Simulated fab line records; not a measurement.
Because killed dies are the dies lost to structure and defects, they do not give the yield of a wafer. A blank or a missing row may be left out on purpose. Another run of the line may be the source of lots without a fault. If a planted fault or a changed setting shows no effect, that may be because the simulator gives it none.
fab line records	flow nand-harc
record: lots: 6	wafers: 18	last-day: 33
route steps=1302 shown P_GATE@127 END@1302
lots untouched by any fault: they come from a run of this same line in which no faults occurred
start-h: start of the lot's first displayed wafer, in hours after the record's first day	wait-h: hours since the lot's step before	" as in the row above	L1.1+2: one row covering several wafers at once	- no value, or no start given	* or withheld: withheld	< > ~ a bound
route shown NAME@n: NAME is a module with steps in the file, n the number in the route of the first one	usual: mean/standard deviation taken from wafers without a fault	same: alike in all rows	chamber/n: place in a boat	sites: the reading at each site	_std_site: the standard deviation of these	_edge_site: outer sites' mean less inner sites'	radius-mm: for every site, how far away it sits from the centre of the wafer	mask NAME#n: copy n	behind: tool/chamber where the wafer was last shaped	hold: what put the lot on hold/how long, in hours/how the hold closed	device: the n, p or np transistor that did not switch	end of line: tests run on the same wafers once the route is complete	a step without rows: its recipe alone	killed: count of dies lost to structure and defects at first sort (not the wafer's yield)	map: per-die view of a wafer (x killed, . not killed, _ where there is no die)
set.NAME: the run value of the setting; set.NAME@STEP: its run value at that earlier step	model.NAME: the simulator's own value behind a step, which no gauge read
certain route steps with their lots: each step a table, each wafer a row
services: the hour from which a tool's chamber was out of use, counted from the record's first day as start-h (under 0 if before that day), plus the number of hours and why
== steps ==
step: NHARC_P_GATE_PRECLEAN_71
recipe: time-s: *	temp-c: 50	bath-age-min: 0	chemistry: SC1
step: NHARC_P_GATE_SRD_72
step: NHARC_P_GATE_OXIDE_16
recipe: target-thk-a: 30	temp-c: 875	ox-time-s: 392	material: SiO2
step: NHARC_P_GATE_CVD_17
recipe: target-thk-a: 1500	temp-c: 620	time-s: 900	material: poly-Si
step: NHARC_P_GATE_HM_DEP_102
recipe: target-thk-a: 1200	temp-c: 400	material: aC
usual: throttle-valve-pct: 35.000/0.0088
lot.wafer	tool	chamber	start-h	wait-h	throttle-valve-pct
L873.2	acl-dep-01	0	109.66	0.5	34.995
L873.3	"	0	"	"	35.000
L873.4	"	0	"	"	34.986
L882.3	acl-dep-03	0	188.84	0.6	34.999
L882.4	"	0	"	"	35.010
L882.5	"	0	"	"	35.017
L885.4	acl-dep-02	0	226.75	4.3	34.989
L885.5	"	0	"	"	34.986
L885.6	"	0	"	"	35.005
L887.1	acl-dep-03	0	241.44	1.8	34.990
L887.2	"	0	"	"	35.002
L887.5	"	0	"	"	35.007
L893.2	acl-dep-02	0	301.99	0.5	35.011
L893.3	"	0	"	"	35.001
L893.5	"	0	"	"	35.003
L894.2	acl-dep-02	0	321.85	6.8	34.992
L894.3	"	0	"	"	34.994
L894.4	"	0	"	"	35.005
step: NHARC_P_GATE_DEP_103
recipe: target-thk-a: 300	target-thk-nm: 30	temp-c: 400	flow-sccm: 200	rf-w: 350	material: SiON
usual: heater-power-w: 736/76
lot.wafer	tool	chamber	start-h	wait-h	heater-power-w	since-wet-clean-h
L873.3	pecvd-02	2	110.24	0.4	675	51
L873.2	"	0	"	"	681	51
L873.4	"	2	"	"	723	-
L882.3	pecvd-02	1	189.28	0.3	814	130
L882.5	"	1	"	"	838	-
L882.4	"	2	"	"	704	-
L885.5	pecvd-03	2	227.19	0.2	858	-
L885.4	"	0	"	"	598	-
L885.6	"	1	"	"	754	-
L887.1	pecvd-02	0	242.13	0.6	699	2
L887.2	"	1	"	"	796	2
L887.5	"	2	"	"	678	-
L893.3	pecvd-02	2	302.55	0.3	800	62
L893.2	"	0	"	"	596	62
L893.5	"	0	"	"	603	-
L894.3	pecvd-02	2	322.43	0.4	796	82
L894.2	"	0	"	"	657	82
L894.4	"	0	"	"	661	-
step: NHARC_P_GATE_DEHYDRATE_18
recipe: temp-c: 150	time-s: 120
step: NHARC_P_GATE_HMDS_19
recipe: time-s: 30
step: NHARC_P_GATE_COAT_20
recipe: spin-rpm: 1500	resist-thk-nm: 90
step: NHARC_P_GATE_SOFTBAKE_21
recipe: temp-c: 105	time-s: 55
step: NHARC_P_GATE_EBR_22
step: NHARC_P_GATE_EXPOSE_23
recipe: na: 1.35	target-cd-nm: 120	dose-mj: 93.91	mask-id: P_GATE
step: NHARC_P_GATE_PEB_24
recipe: peb-temp-c: 100	peb-time-s: 65
usual: heater-power-total-W: 156.6/0.43	resist-line-temp-C: 22.99/0.12
lot.wafer	tool	chamber	start-h	wait-h	heater-power-total-W	resist-line-temp-C
L873.2	litho-track-04	0	110.81	0.1	156.2	22.83
L873.3	"	0	"	"	156.5	22.87
L873.4	"	0	"	"	156.2	22.97
L882.3	litho-track-06	0	189.88	0.0	156.5	23.05
L882.4	"	0	"	"	157.0	23.00
L882.5	"	0	"	"	156.4	22.92
L885.4	litho-track-04	0	227.71	0.0	181.3	22.95
L885.5	"	0	"	"	180.2	23.01
L885.6	"	0	"	"	180.1	23.02
L887.1	litho-track-04	0	242.70	0.1	181.6	22.88
L887.2	"	0	"	"	181.6	22.91
L887.5	"	0	"	"	180.6	22.71
L893.2	litho-track-06	0	303.14	0.1	156.6	22.95
L893.3	"	0	"	"	156.6	22.94
L893.5	"	0	"	"	156.3	23.07
L894.2	litho-track-01	0	322.88	0.1	156.0	23.22
L894.3	"	0	"	"	156.2	23.02
L894.4	"	0	"	"	157.2	23.07
step: NHARC_P_GATE_DEVELOP_25
recipe: develop-time-s: 35	dev-temp-c: 23
step: NHARC_P_GATE_CD_MEAS_26
recipe: target-cd-nm: 120	landing-energy-ev: 500
usual: cd-nm: 120.0/0.47
same: landing-energy-ev: 500
lot.wafer	tool	chamber	start-h	wait-h	cd-nm
L873.2	cd-sem-01	0	110.89	-	119.4
L873.3	"	0	"	"	119.4
L873.4	"	0	"	"	119.7
L882.3	cd-sem-02	0	189.97	-	120.2
L882.4	"	0	"	"	120.1
L882.5	"	0	"	"	120.1
L885.4	cd-sem-01	0	227.79	-	130.3
L885.5	"	0	"	"	129.9
L885.6	"	0	"	"	130.6
L887.1	cd-sem-02	0	242.78	-	129.7
L887.2	"	0	"	"	130.1
L887.5	"	0	"	"	129.4
L893.2	cd-sem-02	0	303.22	-	119.8
L893.3	"	0	"	"	119.7
L893.5	"	0	"	"	120.2
L894.2	cd-sem-03	0	322.96	-	121.0
L894.3	"	0	"	"	121.4
L894.4	"	0	"	"	120.5
step: NHARC_P_GATE_OVL_MEAS_27
usual: overlay-x-nm: 0.0/0.86	overlay-y-nm: -0.3/0.87
lot.wafer	tool	chamber	start-h	wait-h	overlay-x-nm	overlay-y-nm
L873.2	overlay-01	-	110.98	-	-0.1	1.6
L873.3	"	-	"	"	-0.4	1.5
L873.4	"	-	"	"	0.1	1.3
L882.3	overlay-02	-	190.05	-	0.2	-1.2
L882.4	"	-	"	"	-0.6	-1.6
L882.5	"	-	"	"	0.2	-1.0
L885.4	overlay-02	-	227.87	-	-1.5	0.2
L885.5	"	-	"	"	-1.6	-0.6
L885.6	"	-	"	"	-0.9	0.1
L887.1	overlay-02	-	242.87	-	1.1	-1.0
L887.2	"	-	"	"	0.9	-0.7
L887.5	"	-	"	"	1.1	-1.5
L893.2	overlay-01	-	303.31	-	-0.6	1.0
L893.3	"	-	"	"	-1.1	0.5
L893.5	"	-	"	"	-0.7	1.0
L894.2	overlay-01	-	323.04	-	0.8	0.1
L894.3	"	-	"	"	0.9	0.1
L894.4	"	-	"	"	0.8	-0.3
step: NHARC_P_GATE_INSPECT_28
usual: raw-defect-count: 6.1/2.9
lot.wafer	tool	chamber	start-h	wait-h	raw-defect-count
L873.2	defect-inspect-02	-	111.02	0.0	10
L873.3	"	-	"	"	5
L873.4	"	-	"	"	10
L882.3	defect-inspect-02	-	190.09	0.0	4
L882.4	"	-	"	"	7
L882.5	"	-	"	"	6
L885.4	defect-inspect-01	-	227.91	0.0	9
L885.5	"	-	"	"	7
L885.6	"	-	"	"	5
L887.1	defect-inspect-02	-	242.90	0.0	2
L887.2	"	-	"	"	9
L887.5	"	-	"	"	12
L893.2	defect-inspect-02	-	303.34	0.0	13
L893.3	"	-	"	"	3
L893.5	"	-	"	"	6
L894.2	defect-inspect-01	-	323.08	0.0	11
L894.3	"	-	"	"	8
L894.4	"	-	"	"	11
step: NHARC_P_GATE_DESCUM_31
recipe: time-s: 3	o2-flow-sccm: 200	ar-flow-sccm: 0	bias-power-w: 0	chemistry: O2
usual: drypump-motor-current-A: 5.8/0.46	mfc-ar-sccm: 0.009/0.011	o2-flow-sccm: 200.2/0.63	oes-product-au: 1.003/0.0077	rf-vpp-V: 57.7/0.91	showerhead-plenum-p-Torr: 1.93/0.092	throttle-valve-pct: 11.312/0.0094
same: time-s: 3
lot.wafer	tool	chamber	start-h	wait-h	drypump-motor-current-A	mfc-ar-sccm	o2-flow-sccm	oes-product-au	rf-hours-counter-h	rf-vpp-V	showerhead-plenum-p-Torr	throttle-valve-pct	model.P_GATE.cd-nm
L873.3	rie-diel-02	2	111.08	0.1	6.3	0.010	200.1	0.996	3	57.6	2.03	11.325	119.9
L873.2	"	3	"	"	5.3	0.020	200.7	0.994	2	56.3	1.81	11.311	119.2
L873.4	"	0	"	"	5.1	0	198.3	0.996	3	58.1	1.85	11.316	119.9
L882.3	rie-diel-02	3	190.15	0.1	5.3	0.020	200.7	0.998	8	57.4	1.81	11.319	120.2
L882.4	"	0	"	"	5.1	0	199.9	0.997	7	57.6	1.85	11.305	119.9
L882.5	"	3	"	"	5.3	0.020	199.7	0.994	-	56.8	1.81	11.326	120.1
L885.4	rie-diel-13	0	227.97	0.1	6.2	0	200.3	1.001	3	57.6	1.99	11.301	130.7
L885.5	"	0	"	"	6.2	0	200.3	0.995	-	57.8	1.99	11.306	130.1
L885.6	"	1	"	"	6.3	0	201.3	0.998	-	57.7	1.87	11.292	130.6
L887.1	rie-diel-13	1	242.98	0.1	6.3	0	200.2	1.000	3	58.6	1.87	11.314	129.6
L887.2	"	2	"	"	5.8	0.028	199.2	1.005	3	57.7	1.95	11.305	129.9
L887.5	"	0	"	"	6.3	0	201.1	0.986	-	57.1	1.99	11.295	129.3
L893.2	rie-diel-02	0	303.41	0.1	5.1	0	199.6	1.003	2	57.7	1.85	11.322	120.3
L893.3	"	1	"	"	5.0	0.020	200.2	1.011	2	58.7	2.05	11.313	119.6
L893.5	"	0	"	"	5.1	0	199.9	1.001	-	57.5	1.85	11.303	120.1
L894.3	rie-diel-02	2	323.49	0.4	6.3	0.010	199.9	1.002	3	59.9	2.03	11.311	122.1
L894.2	"	3	"	"	5.3	0.020	200.4	1.007	3	55.9	1.81	11.309	121.5
L894.4	"	1	"	"	5.0	0.020	199.0	1.006	4	57.3	2.05	11.318	121.2
step: NHARC_P_GATE_ETCH_104
recipe: target-depth-a: 600	time-s: withheld	cf4-flow-sccm: 100	chf3-flow-sccm: 30	ar-flow-sccm: 0	rf-w: 500	bias-w: 200	chemistry: CF4/CHF3
step: NHARC_P_GATE_HM_OPEN_105
recipe: target-depth-a: 3600	o2-flow-sccm: 400	cos-flow-sccm: 20	ar-flow-sccm: 0	rf-w: 500	bias-w: 300	chemistry: O2/COS
usual: drypump-motor-current-A: 5.8/0.46	mfc-ar-sccm: 0.009/0.011	o2-flow-sccm: 399.8/1.2	oes-product-au: 1.004/0.007	rf-vpp-V: 468/3.1	showerhead-plenum-p-Torr: 3.16/0.14	throttle-valve-pct: 28.331/0.0097
lot.wafer	tool	chamber	start-h	wait-h	drypump-motor-current-A	mfc-ar-sccm	o2-flow-sccm	oes-product-au	rf-hours-counter-h	rf-vpp-V	showerhead-plenum-p-Torr	throttle-valve-pct
L873.3	rie-diel-02	1	-	-	5.0	0.020	400.8	1.001	3	472	3.34	28.331
L873.2	"	3	"	"	5.3	0.020	400.8	1.000	2	465	2.97	28.312
L873.4	"	0	"	"	5.1	0	399.6	1.000	3	466	3.03	28.338
L882.4	rie-diel-02	0	-	-	5.2	0	397.5	1.000	7	465	3.03	28.322
L882.3	"	3	"	"	5.3	0.020	400.3	0.998	8	464	2.96	28.349
L882.5	"	1	"	"	5.1	0.020	400.2	1.000	-	471	3.34	28.320
L885.4	rie-diel-13	2	-	-	5.9	0.028	399.1	1.008	2	468	3.18	28.322
L885.5	"	3	"	"	6.1	0	398.6	1.015	-	471	3.31	28.341
L885.6	"	0	"	"	6.2	0	398.4	1.002	-	470	3.24	28.329
L887.1	rie-diel-13	0	-	-	6.2	0	401.6	0.997	3	470	3.24	28.335
L887.2	"	1	"	"	6.3	0	397.4	1.014	3	466	3.05	28.333
L887.5	"	2	"	"	5.8	0.028	399.7	1.010	-	467	3.17	28.315
L893.2	rie-diel-02	2	-	-	6.3	0.010	400.6	0.997	2	470	3.30	28.331
L893.3	"	3	"	"	5.4	0.020	399.6	0.993	2	463	2.96	28.320
L893.5	"	3	"	"	5.3	0.020	401.2	0.998	-	463	2.96	28.337
L894.3	rie-diel-02	3	-	-	5.3	0.020	398.7	1.002	3	464	2.96	28.333
L894.4	"	1	"	"	5.0	0.020	399.9	1.002	4	472	3.34	28.328
L894.2	"	2	"	"	6.3	0.010	401.4	1.003	3	473	3.30	28.337
step: NHARC_P_GATE_STRIP_106
recipe: o2-flow-sccm: 400	cos-flow-sccm: 20	ar-flow-sccm: 0	bias-w: 0	chemistry: O2/COS
step: NHARC_P_GATE_ETCH_114
recipe: target-depth-a: 300	overetch-a: 30	time-s: 16.5	ion-energy-ev: 100	cf4-flow-sccm: 80	o2-flow-sccm: 20	ar-flow-sccm: 0	rf-w: 300	bias-w: 100	chemistry: CF4/O2
usual: drypump-motor-current-A: 5.8/0.47	mfc-ar-sccm: 0.008/0.011	o2-flow-sccm: 20.00/0.062	oes-product-au: 1.002/0.008	rf-vpp-V: 198.2/1.5	showerhead-plenum-p-Torr: 1.36/0.062	throttle-valve-pct: 13.398/0.0094
same: time-s: 16.5
lot.wafer	tool	chamber	start-h	wait-h	drypump-motor-current-A	mfc-ar-sccm	o2-flow-sccm	oes-product-au	rf-hours-counter-h	rf-vpp-V	showerhead-plenum-p-Torr	throttle-valve-pct
L873.3	rie-diel-02	3	-	-	5.3	0.020	19.98	0.993	2	197.2	1.27	13.400
L873.2	"	1	"	"	5.1	0.020	19.99	0.994	3	198.6	1.43	13.404
L873.4	"	2	"	"	6.3	0.010	19.95	1.006	3	198.2	1.42	13.391
L882.4	rie-diel-02	0	-	-	5.1	0	20.02	1.009	7	196.6	1.29	13.407
L882.3	"	3	"	"	5.3	0.020	20.03	0.995	8	196.6	1.27	13.397
L882.5	"	0	"	"	5.2	0	19.84	0.997	-	196.8	1.29	13.374
L885.4	rie-diel-13	2	-	-	5.8	0.028	20.05	1.009	2	198.3	1.36	13.394
L885.5	"	0	"	"	6.2	0	20.05	0.988	-	198.5	1.39	13.395
L885.6	"	1	"	"	6.3	0	19.97	1.002	-	196.5	1.30	13.403
L887.1	rie-diel-13	2	-	-	5.8	0.028	19.98	0.995	3	199.4	1.36	13.403
L887.2	"	3	"	"	6.1	0	19.93	1.017	3	200.3	1.42	13.377
L887.5	"	2	"	"	5.8	0.028	20.02	0.996	-	197.7	1.36	13.383
L893.3	rie-diel-02	0	-	-	5.1	0	20.03	0.996	2	197.3	1.29	13.413
L893.2	"	2	"	"	6.3	0.010	19.97	1.004	2	200.8	1.42	13.402
L893.5	"	0	"	"	5.1	0	20.04	0.992	-	196.4	1.29	13.395
L894.4	rie-diel-02	2	-	-	6.3	0.010	19.96	0.992	3	198.4	1.41	13.387
L894.3	"	3	"	"	5.4	0.020	20.04	0.992	3	196.4	1.26	13.387
L894.2	"	0	"	"	5.1	0	20.06	1.006	4	198.6	1.29	13.388
step: NHARC_P_GATE_ETCH_32
recipe: target-depth-a: 1500	over-etch-frac: 1	over-etch-ion-energy-ev: 40	time-s: 100.1	hbr-flow-sccm: 150	cl2-flow-sccm: 50	rf-w: 400	icp-w: 400	bias-w: 100	chemistry: HBr/Cl2
usual: drypump-motor-current-A: 5.7/0.48	mfc-cl2-sccm: 49.98/0.15	oes-product-au: 1.001/0.0082	throttle-valve-pct: 26.405/0.0094
same: over-etch-frac: 1	time-s: 100.1
lot.wafer	tool	chamber	start-h	wait-h	drypump-motor-current-A	mfc-cl2-sccm	oes-product-au	rf-hours-counter-h	throttle-valve-pct	model.P_GATE.cd-nm
L873.4	rie-si-02	3	111.54	-	5.8	50.18	1.007	0.0	26.406	117.6
L873.3	"	0	"	"	5.2	50.18	1.004	0.0	26.406	117.1
L873.2	"	2	"	"	4.9	49.88	1.012	0.0	26.398	122
L882.4	rie-si-03	1	190.63	-	6.2	50.09	0.994	0.8	26.400	117.8
L882.3	"	3	"	"	5.7	49.83	0.995	0.8	26.408	122.8
L882.5	"	0	"	"	5.4	49.97	0.981	-	26.412	125.6
L885.4	rie-si-02	2	228.43	-	4.9	50.02	0.998	0.7	26.406	131.5
L885.6	"	2	"	"	4.9	49.92	1.000	-	26.399	132.1
L885.5	"	3	"	"	5.8	49.96	1.014	-	26.418	129.8
L887.2	rie-si-01	1	243.51	-	6.0	49.83	1.009	0.3	26.409	127.8
L887.1	"	2	"	"	6.1	49.99	0.996	0.2	26.417	130.3
L887.5	"	0	"	"	5.2	50.21	1.004	-	26.400	126.8
L893.2	rie-si-03	2	303.87	-	5.9	50.10	1.009	0.4	26.415	118.8
L893.3	"	1	"	"	6.2	49.82	1.008	0.4	26.401	118.6
L893.5	"	3	"	"	5.6	49.86	0.999	-	26.421	120.3
L894.3	rie-si-02	2	323.96	-	4.8	49.99	1.000	0.2	26.410	125.8
L894.2	"	0	"	"	5.2	49.68	1.008	0.2	26.397	122.1
L894.4	"	0	"	"	5.2	49.82	1.005	-	26.415	122.6
step: NHARC_P_GATE_STRIP_108
recipe: o2-flow-sccm: 500	ar-flow-sccm: 0	bias-w: 0	chemistry: O2
usual: drypump-motor-current-A: 5.8/0.5	mfc-ar-sccm: 0.010/0.011	o2-flow-sccm: 499.7/1.5	oes-product-au: 1.003/0.0073	rf-vpp-V: 57.8/0.82	showerhead-plenum-p-Torr: 3.57/0.16	throttle-valve-pct: 17.036/0.0091
lot.wafer	tool	chamber	start-h	wait-h	drypump-motor-current-A	mfc-ar-sccm	o2-flow-sccm	oes-product-au	rf-hours-counter-h	rf-vpp-V	showerhead-plenum-p-Torr	throttle-valve-pct
L873.4	rie-diel-02	2	111.70	-	6.3	0.010	498.6	0.999	3	57.9	3.73	17.040
L873.3	"	0	"	"	5.2	0	500.2	1.015	3	58.5	3.42	17.023
L873.2	"	1	"	"	5.0	0.020	500.3	1.011	3	57.8	3.77	17.059
L882.4	rie-diel-02	0	190.77	-	5.1	0	497.3	0.989	7	58.0	3.42	17.036
L882.3	"	2	"	"	6.3	0.010	501.3	0.995	8	56.3	3.73	17.044
L882.5	"	1	"	"	5.0	0.020	499.2	1.003	-	58.0	3.77	17.044
L885.4	rie-diel-13	3	228.64	-	6.1	0	500.2	1.021	3	58.9	3.74	17.050
L885.5	"	0	"	"	6.2	0	499.9	0.988	-	58.5	3.66	17.047
L885.6	"	1	"	"	6.3	0	498.7	1.012	-	58.0	3.45	17.046
L887.1	rie-diel-13	3	243.66	-	6.1	0	499.7	1.003	4	58.6	3.74	17.039
L887.2	"	1	"	"	6.3	0	500.6	0.995	3	57.6	3.45	17.034
L887.5	"	3	"	"	6.1	0	497.8	1.009	-	57.8	3.74	17.030
L893.2	rie-diel-09	0	304.03	-	6.2	0	497.4	1.006	13	58.1	3.76	17.031
L893.3	"	1	"	"	6.2	0	502.2	0.990	13	57.9	3.49	17.029
L893.5	"	0	"	"	6.2	0	500.8	1.001	-	57.9	3.76	17.037
L894.2	rie-diel-02	3	324.15	-	5.3	0.020	500.3	1.004	3	57.9	3.35	17.054
L894.4	"	0	"	"	5.1	0	499.1	1.009	4	57.9	3.42	17.027
L894.3	"	2	"	"	6.3	0.010	500.2	1.007	3	58.7	3.73	17.038
step: NHARC_END_SORT_01
recipe: temp-c: 25
usual: killed-at-array: 56/19	killed-at-other: 1.0/1.5	killed-at-periphery: 3.4/2.4	killed-dies: 60/19	killed-open: 3.3/1.8	killed-short: 2.4/1.7
same: gross-dies: 677
lot.wafer	tool	chamber	start-h	wait-h	killed-at-array	killed-at-other	killed-at-periphery	killed-dies	killed-open	killed-short
L873.2	prober-01	0	570.54	2.8	17	3	2	22	4	1
L873.3	prober-01	0	571.34	3.1	24	2	7	33	3	5
L873.4	prober-01	0	572.14	3.4	32	6	2	40	4	4
L882.3	prober-02	0	661.27	3.1	79	1	0	80	3	0
L882.4	prober-02	0	662.07	3.4	75	1	1	77	8	0
L882.5	prober-02	0	662.88	3.7	69	0	0	69	1	1
L887.1	prober-02	0	696.02	2.5	54	1	1	56	0	3
L887.2	prober-02	0	696.81	2.8	44	0	1	45	3	1
L887.5	prober-02	0	699.17	3.6	52	0	0	52	3	1
L893.2	prober-01	0	770.12	2.8	36	1	4	41	2	3
L893.3	prober-01	0	770.92	3.1	46	0	5	51	7	5
L893.5	prober-01	0	772.52	3.7	40	0	1	41	6	2
L894.2	prober-02	0	782.05	2.8	33	2	4	39	3	1
L894.3	prober-02	0	782.84	3.1	55	1	7	63	7	2
L894.4	prober-02	0	783.64	3.4	52	2	6	60	3	1
killed by level:class
L873.2 A_CHANNEL_HOLE_D2:chamber-film-flake=4 THIN_TSV:chamber-film-flake=3 A_CHANNEL_HOLE_D1:geometric-particle:open=2 A_DECK1_JOINT:chamber-film-flake=2 A_CONTACT:chamber-film-flake=2 A_ONON_D1:geometric-particle:open=1 A_CHANNEL_FILL_D2:geometric-particle:open=1 A_WL_FILL:geometric-particle:short=1
L873.3 A_CHANNEL_HOLE_D2:chamber-film-flake=9 P_GATE:chamber-film-flake=5 A_STAIRCASE:chamber-film-flake=2 A_WL_FILL:chamber-film-flake=2 A_CONTACT:chamber-film-flake=2 THIN_TSV:chamber-film-flake=2 P_CONTACT:geometric-particle:open=1 A_DECK1_JOINT:geometric-particle:short=1
L873.4 A_CHANNEL_HOLE_D2:chamber-film-flake=9 A_WL_FILL:chamber-film-flake=7 THIN_TSV:chamber-film-flake=6 A_DECK1_JOINT:chamber-film-flake=3 A_CONTACT:chamber-film-flake=3 A_SOURCE_PLATE:geometric-particle:short=2 P_CONTACT:geometric-particle:open=1 A_DECK1_JOINT:geometric-particle:open=1
L882.3 A_CHANNEL_HOLE_D1:chamber-film-flake=39 A_SLIT:chamber-film-flake=18 A_CHANNEL_HOLE_D2:chamber-film-flake=6 A_CONTACT:chamber-film-flake=6 A_CHANNEL_HOLE_D2:unspecified=4 A_STAIRCASE:chamber-film-flake=2 A_CHANNEL_HOLE_D1:geometric-particle:open=1 A_BLC:geometric-particle:open=1
L882.4 A_CHANNEL_HOLE_D1:chamber-film-flake=32 A_SLIT:chamber-film-flake=21 A_CHANNEL_HOLE_D2:chamber-film-flake=4 A_ONON_D2:geometric-particle:open=3 A_CHANNEL_HOLE_D2:unspecified=3 A_CHANNEL_FILL_D1:geometric-particle:open=2 A_M0:geometric-particle:open=2 A_DECK1_JOINT:chamber-film-flake=2
L882.5 A_CHANNEL_HOLE_D1:chamber-film-flake=29 A_SLIT:chamber-film-flake=23 A_CHANNEL_HOLE_D2:chamber-film-flake=5 A_CONTACT:chamber-film-flake=3 A_DECK1_JOINT:chamber-film-flake=2 A_CHANNEL_HOLE_D2:unspecified=2 A_STAIRCASE:chamber-film-flake=2 A_WL_FILL:geometric-particle:short=1
L887.1 A_CHANNEL_HOLE_D1:chamber-film-flake=31 A_WL_FILL:chamber-film-flake=7 A_CONTACT:chamber-film-flake=6 A_SLIT:chamber-film-flake=4 A_CHANNEL_FILL_D2:chamber-film-flake=3 A_CHANNEL_HOLE_D2:geometric-particle:short=1 A_STAIRCASE:geometric-particle:short=1 STARTING-WAFER:geometric-particle:short=1
L887.2 A_CHANNEL_HOLE_D1:chamber-film-flake=27 A_CONTACT:chamber-film-flake=3 A_CHANNEL_FILL_D2:chamber-film-flake=2 A_STAIRCASE:chamber-film-flake=2 A_SLIT:chamber-film-flake=2 A_WL_FILL:chamber-film-flake=2 A_SOURCE_PLATE:geometric-particle:open=1 A_CHANNEL_FILL_D2:geometric-particle:open=1
L887.5 A_CHANNEL_HOLE_D1:chamber-film-flake=39 A_WL_FILL:chamber-film-flake=3 A_CHANNEL_FILL_D2:chamber-film-flake=2 A_STAIRCASE:chamber-film-flake=2 A_CONTACT:chamber-film-flake=2 A_SOURCE_PLATE:geometric-particle:open=1 A_ONON_D2:geometric-particle:open=1 A_ONON_D2:geometric-particle:short=1
L893.2 A_SLIT:chamber-film-flake=16 A_CHANNEL_HOLE_D1:chamber-film-flake=11 A_CONTACT:chamber-film-flake=4 P_ZERO_WELL:chamber-film-flake=2 P_GATE:chamber-film-flake=2 A_WL_FILL:geometric-particle:short=1 A_CONTACT:geometric-particle:open=1 A_M0:geometric-particle:open=1
L893.3 A_SLIT:chamber-film-flake=19 A_CHANNEL_HOLE_D1:chamber-film-flake=12 A_CONTACT:chamber-film-flake=6 P_M0:geometric-particle:open=2 A_ONON_D1:geometric-particle:short=2 P_GATE:geometric-particle:short=1 P_CONTACT:geometric-particle:short=1 P_CONTACT:geometric-particle:open=1
L893.5 A_SLIT:chamber-film-flake=21 A_CONTACT:chamber-film-flake=6 A_WL_FILL:geometric-particle:open=2 A_CHANNEL_HOLE_D1:chamber-film-flake=2 A_ONON_D1:geometric-particle:open=1 A_CHANNEL_HOLE_D1:geometric-particle:short=1 A_CHANNEL_FILL_D1:geometric-particle:open=1 A_WL_FILL:geometric-particle:short=1
L894.2 A_SLIT:chamber-film-flake=11 A_CHANNEL_HOLE_D1:chamber-film-flake=11 A_CONTACT:chamber-film-flake=7 P_STI:chamber-film-flake=2 THIN_TSV:chamber-film-flake=2 P_M0:geometric-particle:open=1 A_ONON_D1:geometric-particle:open=1 A_BLC:geometric-particle:open=1
L894.3 A_SLIT:chamber-film-flake=26 A_CHANNEL_HOLE_D1:chamber-film-flake=13 A_CONTACT:chamber-film-flake=4 A_STAIRCASE:chamber-film-flake=3 P_CONTACT:geometric-particle:open=2 P_M0:geometric-particle:open=2 A_CHANNEL_FILL_D2:geometric-particle:open=2 P_GATE:chamber-film-flake=2
L894.4 A_SLIT:chamber-film-flake=21 A_CHANNEL_HOLE_D1:chamber-film-flake=14 A_CONTACT:chamber-film-flake=11 P_STI:chamber-film-flake=5 THIN_TSV:chamber-film-flake=2 P_CONTACT:geometric-particle:short=1 A_WL_FILL:geometric-particle:open=1 A_CONTACT:geometric-particle:open=1
== services ==
tool	chamber	start-h	hours	kind
rie-si-02	-	100.00	9.0	pm
rie-si-03	0	121.18	11.6	repair
acl-dep-03	-	125.13	13.0	pm
rie-diel-09	1	127.52	2.6	repair
rie-diel-13	3	156.05	14.0	repair
rie-diel-13	-	165.00	9.0	pm
litho-track-06	-	179.00	7.0	pm
litho-track-04	-	203.00	7.0	pm
rie-si-03	-	203.90	0.7	repair
pecvd-02	-	206.69	0.9	repair
rie-diel-02	-	213.62	30.7	repair
rie-si-03	-	221.00	9.0	pm
pecvd-02	-	227.10	13.0	pm
acl-dep-02	-	244.91	13.0	pm
pecvd-02	2	246.04	5.0	repair
rie-diel-13	3	255.16	5.2	repair
rie-si-03	0	270.08	9.8	repair
rie-si-02	-	277.00	9.0	pm
pecvd-02	2	294.41	2.9	repair
rie-diel-02	3	296.95	2.6	repair
rie-diel-13	-	304.13	1.0	repair
acl-dep-03	-	306.85	13.0	pm
rie-si-02	1	313.58	30.5	repair
rie-si-03	2	320.70	4.2	repair
== key ==
first-sign: step: NHARC_P_GATE_PEB_24	reading: heater-power-total-W	direction: up	sigmas: 57	usual: *	struck: *
effect: step: NHARC_P_GATE_CD_MEAS_26	reading: cd-nm	direction: up	sigmas: 21	usual: 120.0	struck: 130.0
model-effect: step: NHARC_P_GATE_DESCUM_31	value: P_GATE.cd-nm	without: 120.1	struck: 130
model-effect: step: NHARC_P_GATE_ETCH_32	value: P_GATE.cd-nm	without: 119.8	struck: 129.7
met-at NHARC_P_GATE_PEB_24
struck-wafers L885.4,L885.5,L885.6,L887.1,L887.2,L887.5
sort-left-out L885.4,L885.5,L885.6
tester-left-out L885,L887
onset-between 110.81 227.71
fault: kind: process-parameter-drift	tool: litho-track-04	chamber: -	onset-h: 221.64	steps: NHARC_P_GATE_PEB_24	channel: peb-time-s	offset: *	shape: step	end-h: 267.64	acts-in: *	stated: *
tester-left-out: of these lots the tester's yield and bins aren't shown, on N5 and GAA mostly nor the transistor test; their killed dies are dies lost to structure and defects alone, not to doping, threshold or leakage, so they don't give the yield
sort-left-out: the simulated sort isn't trusted on such a fault, so these wafers' sort isn't shown, and their yield isn't known
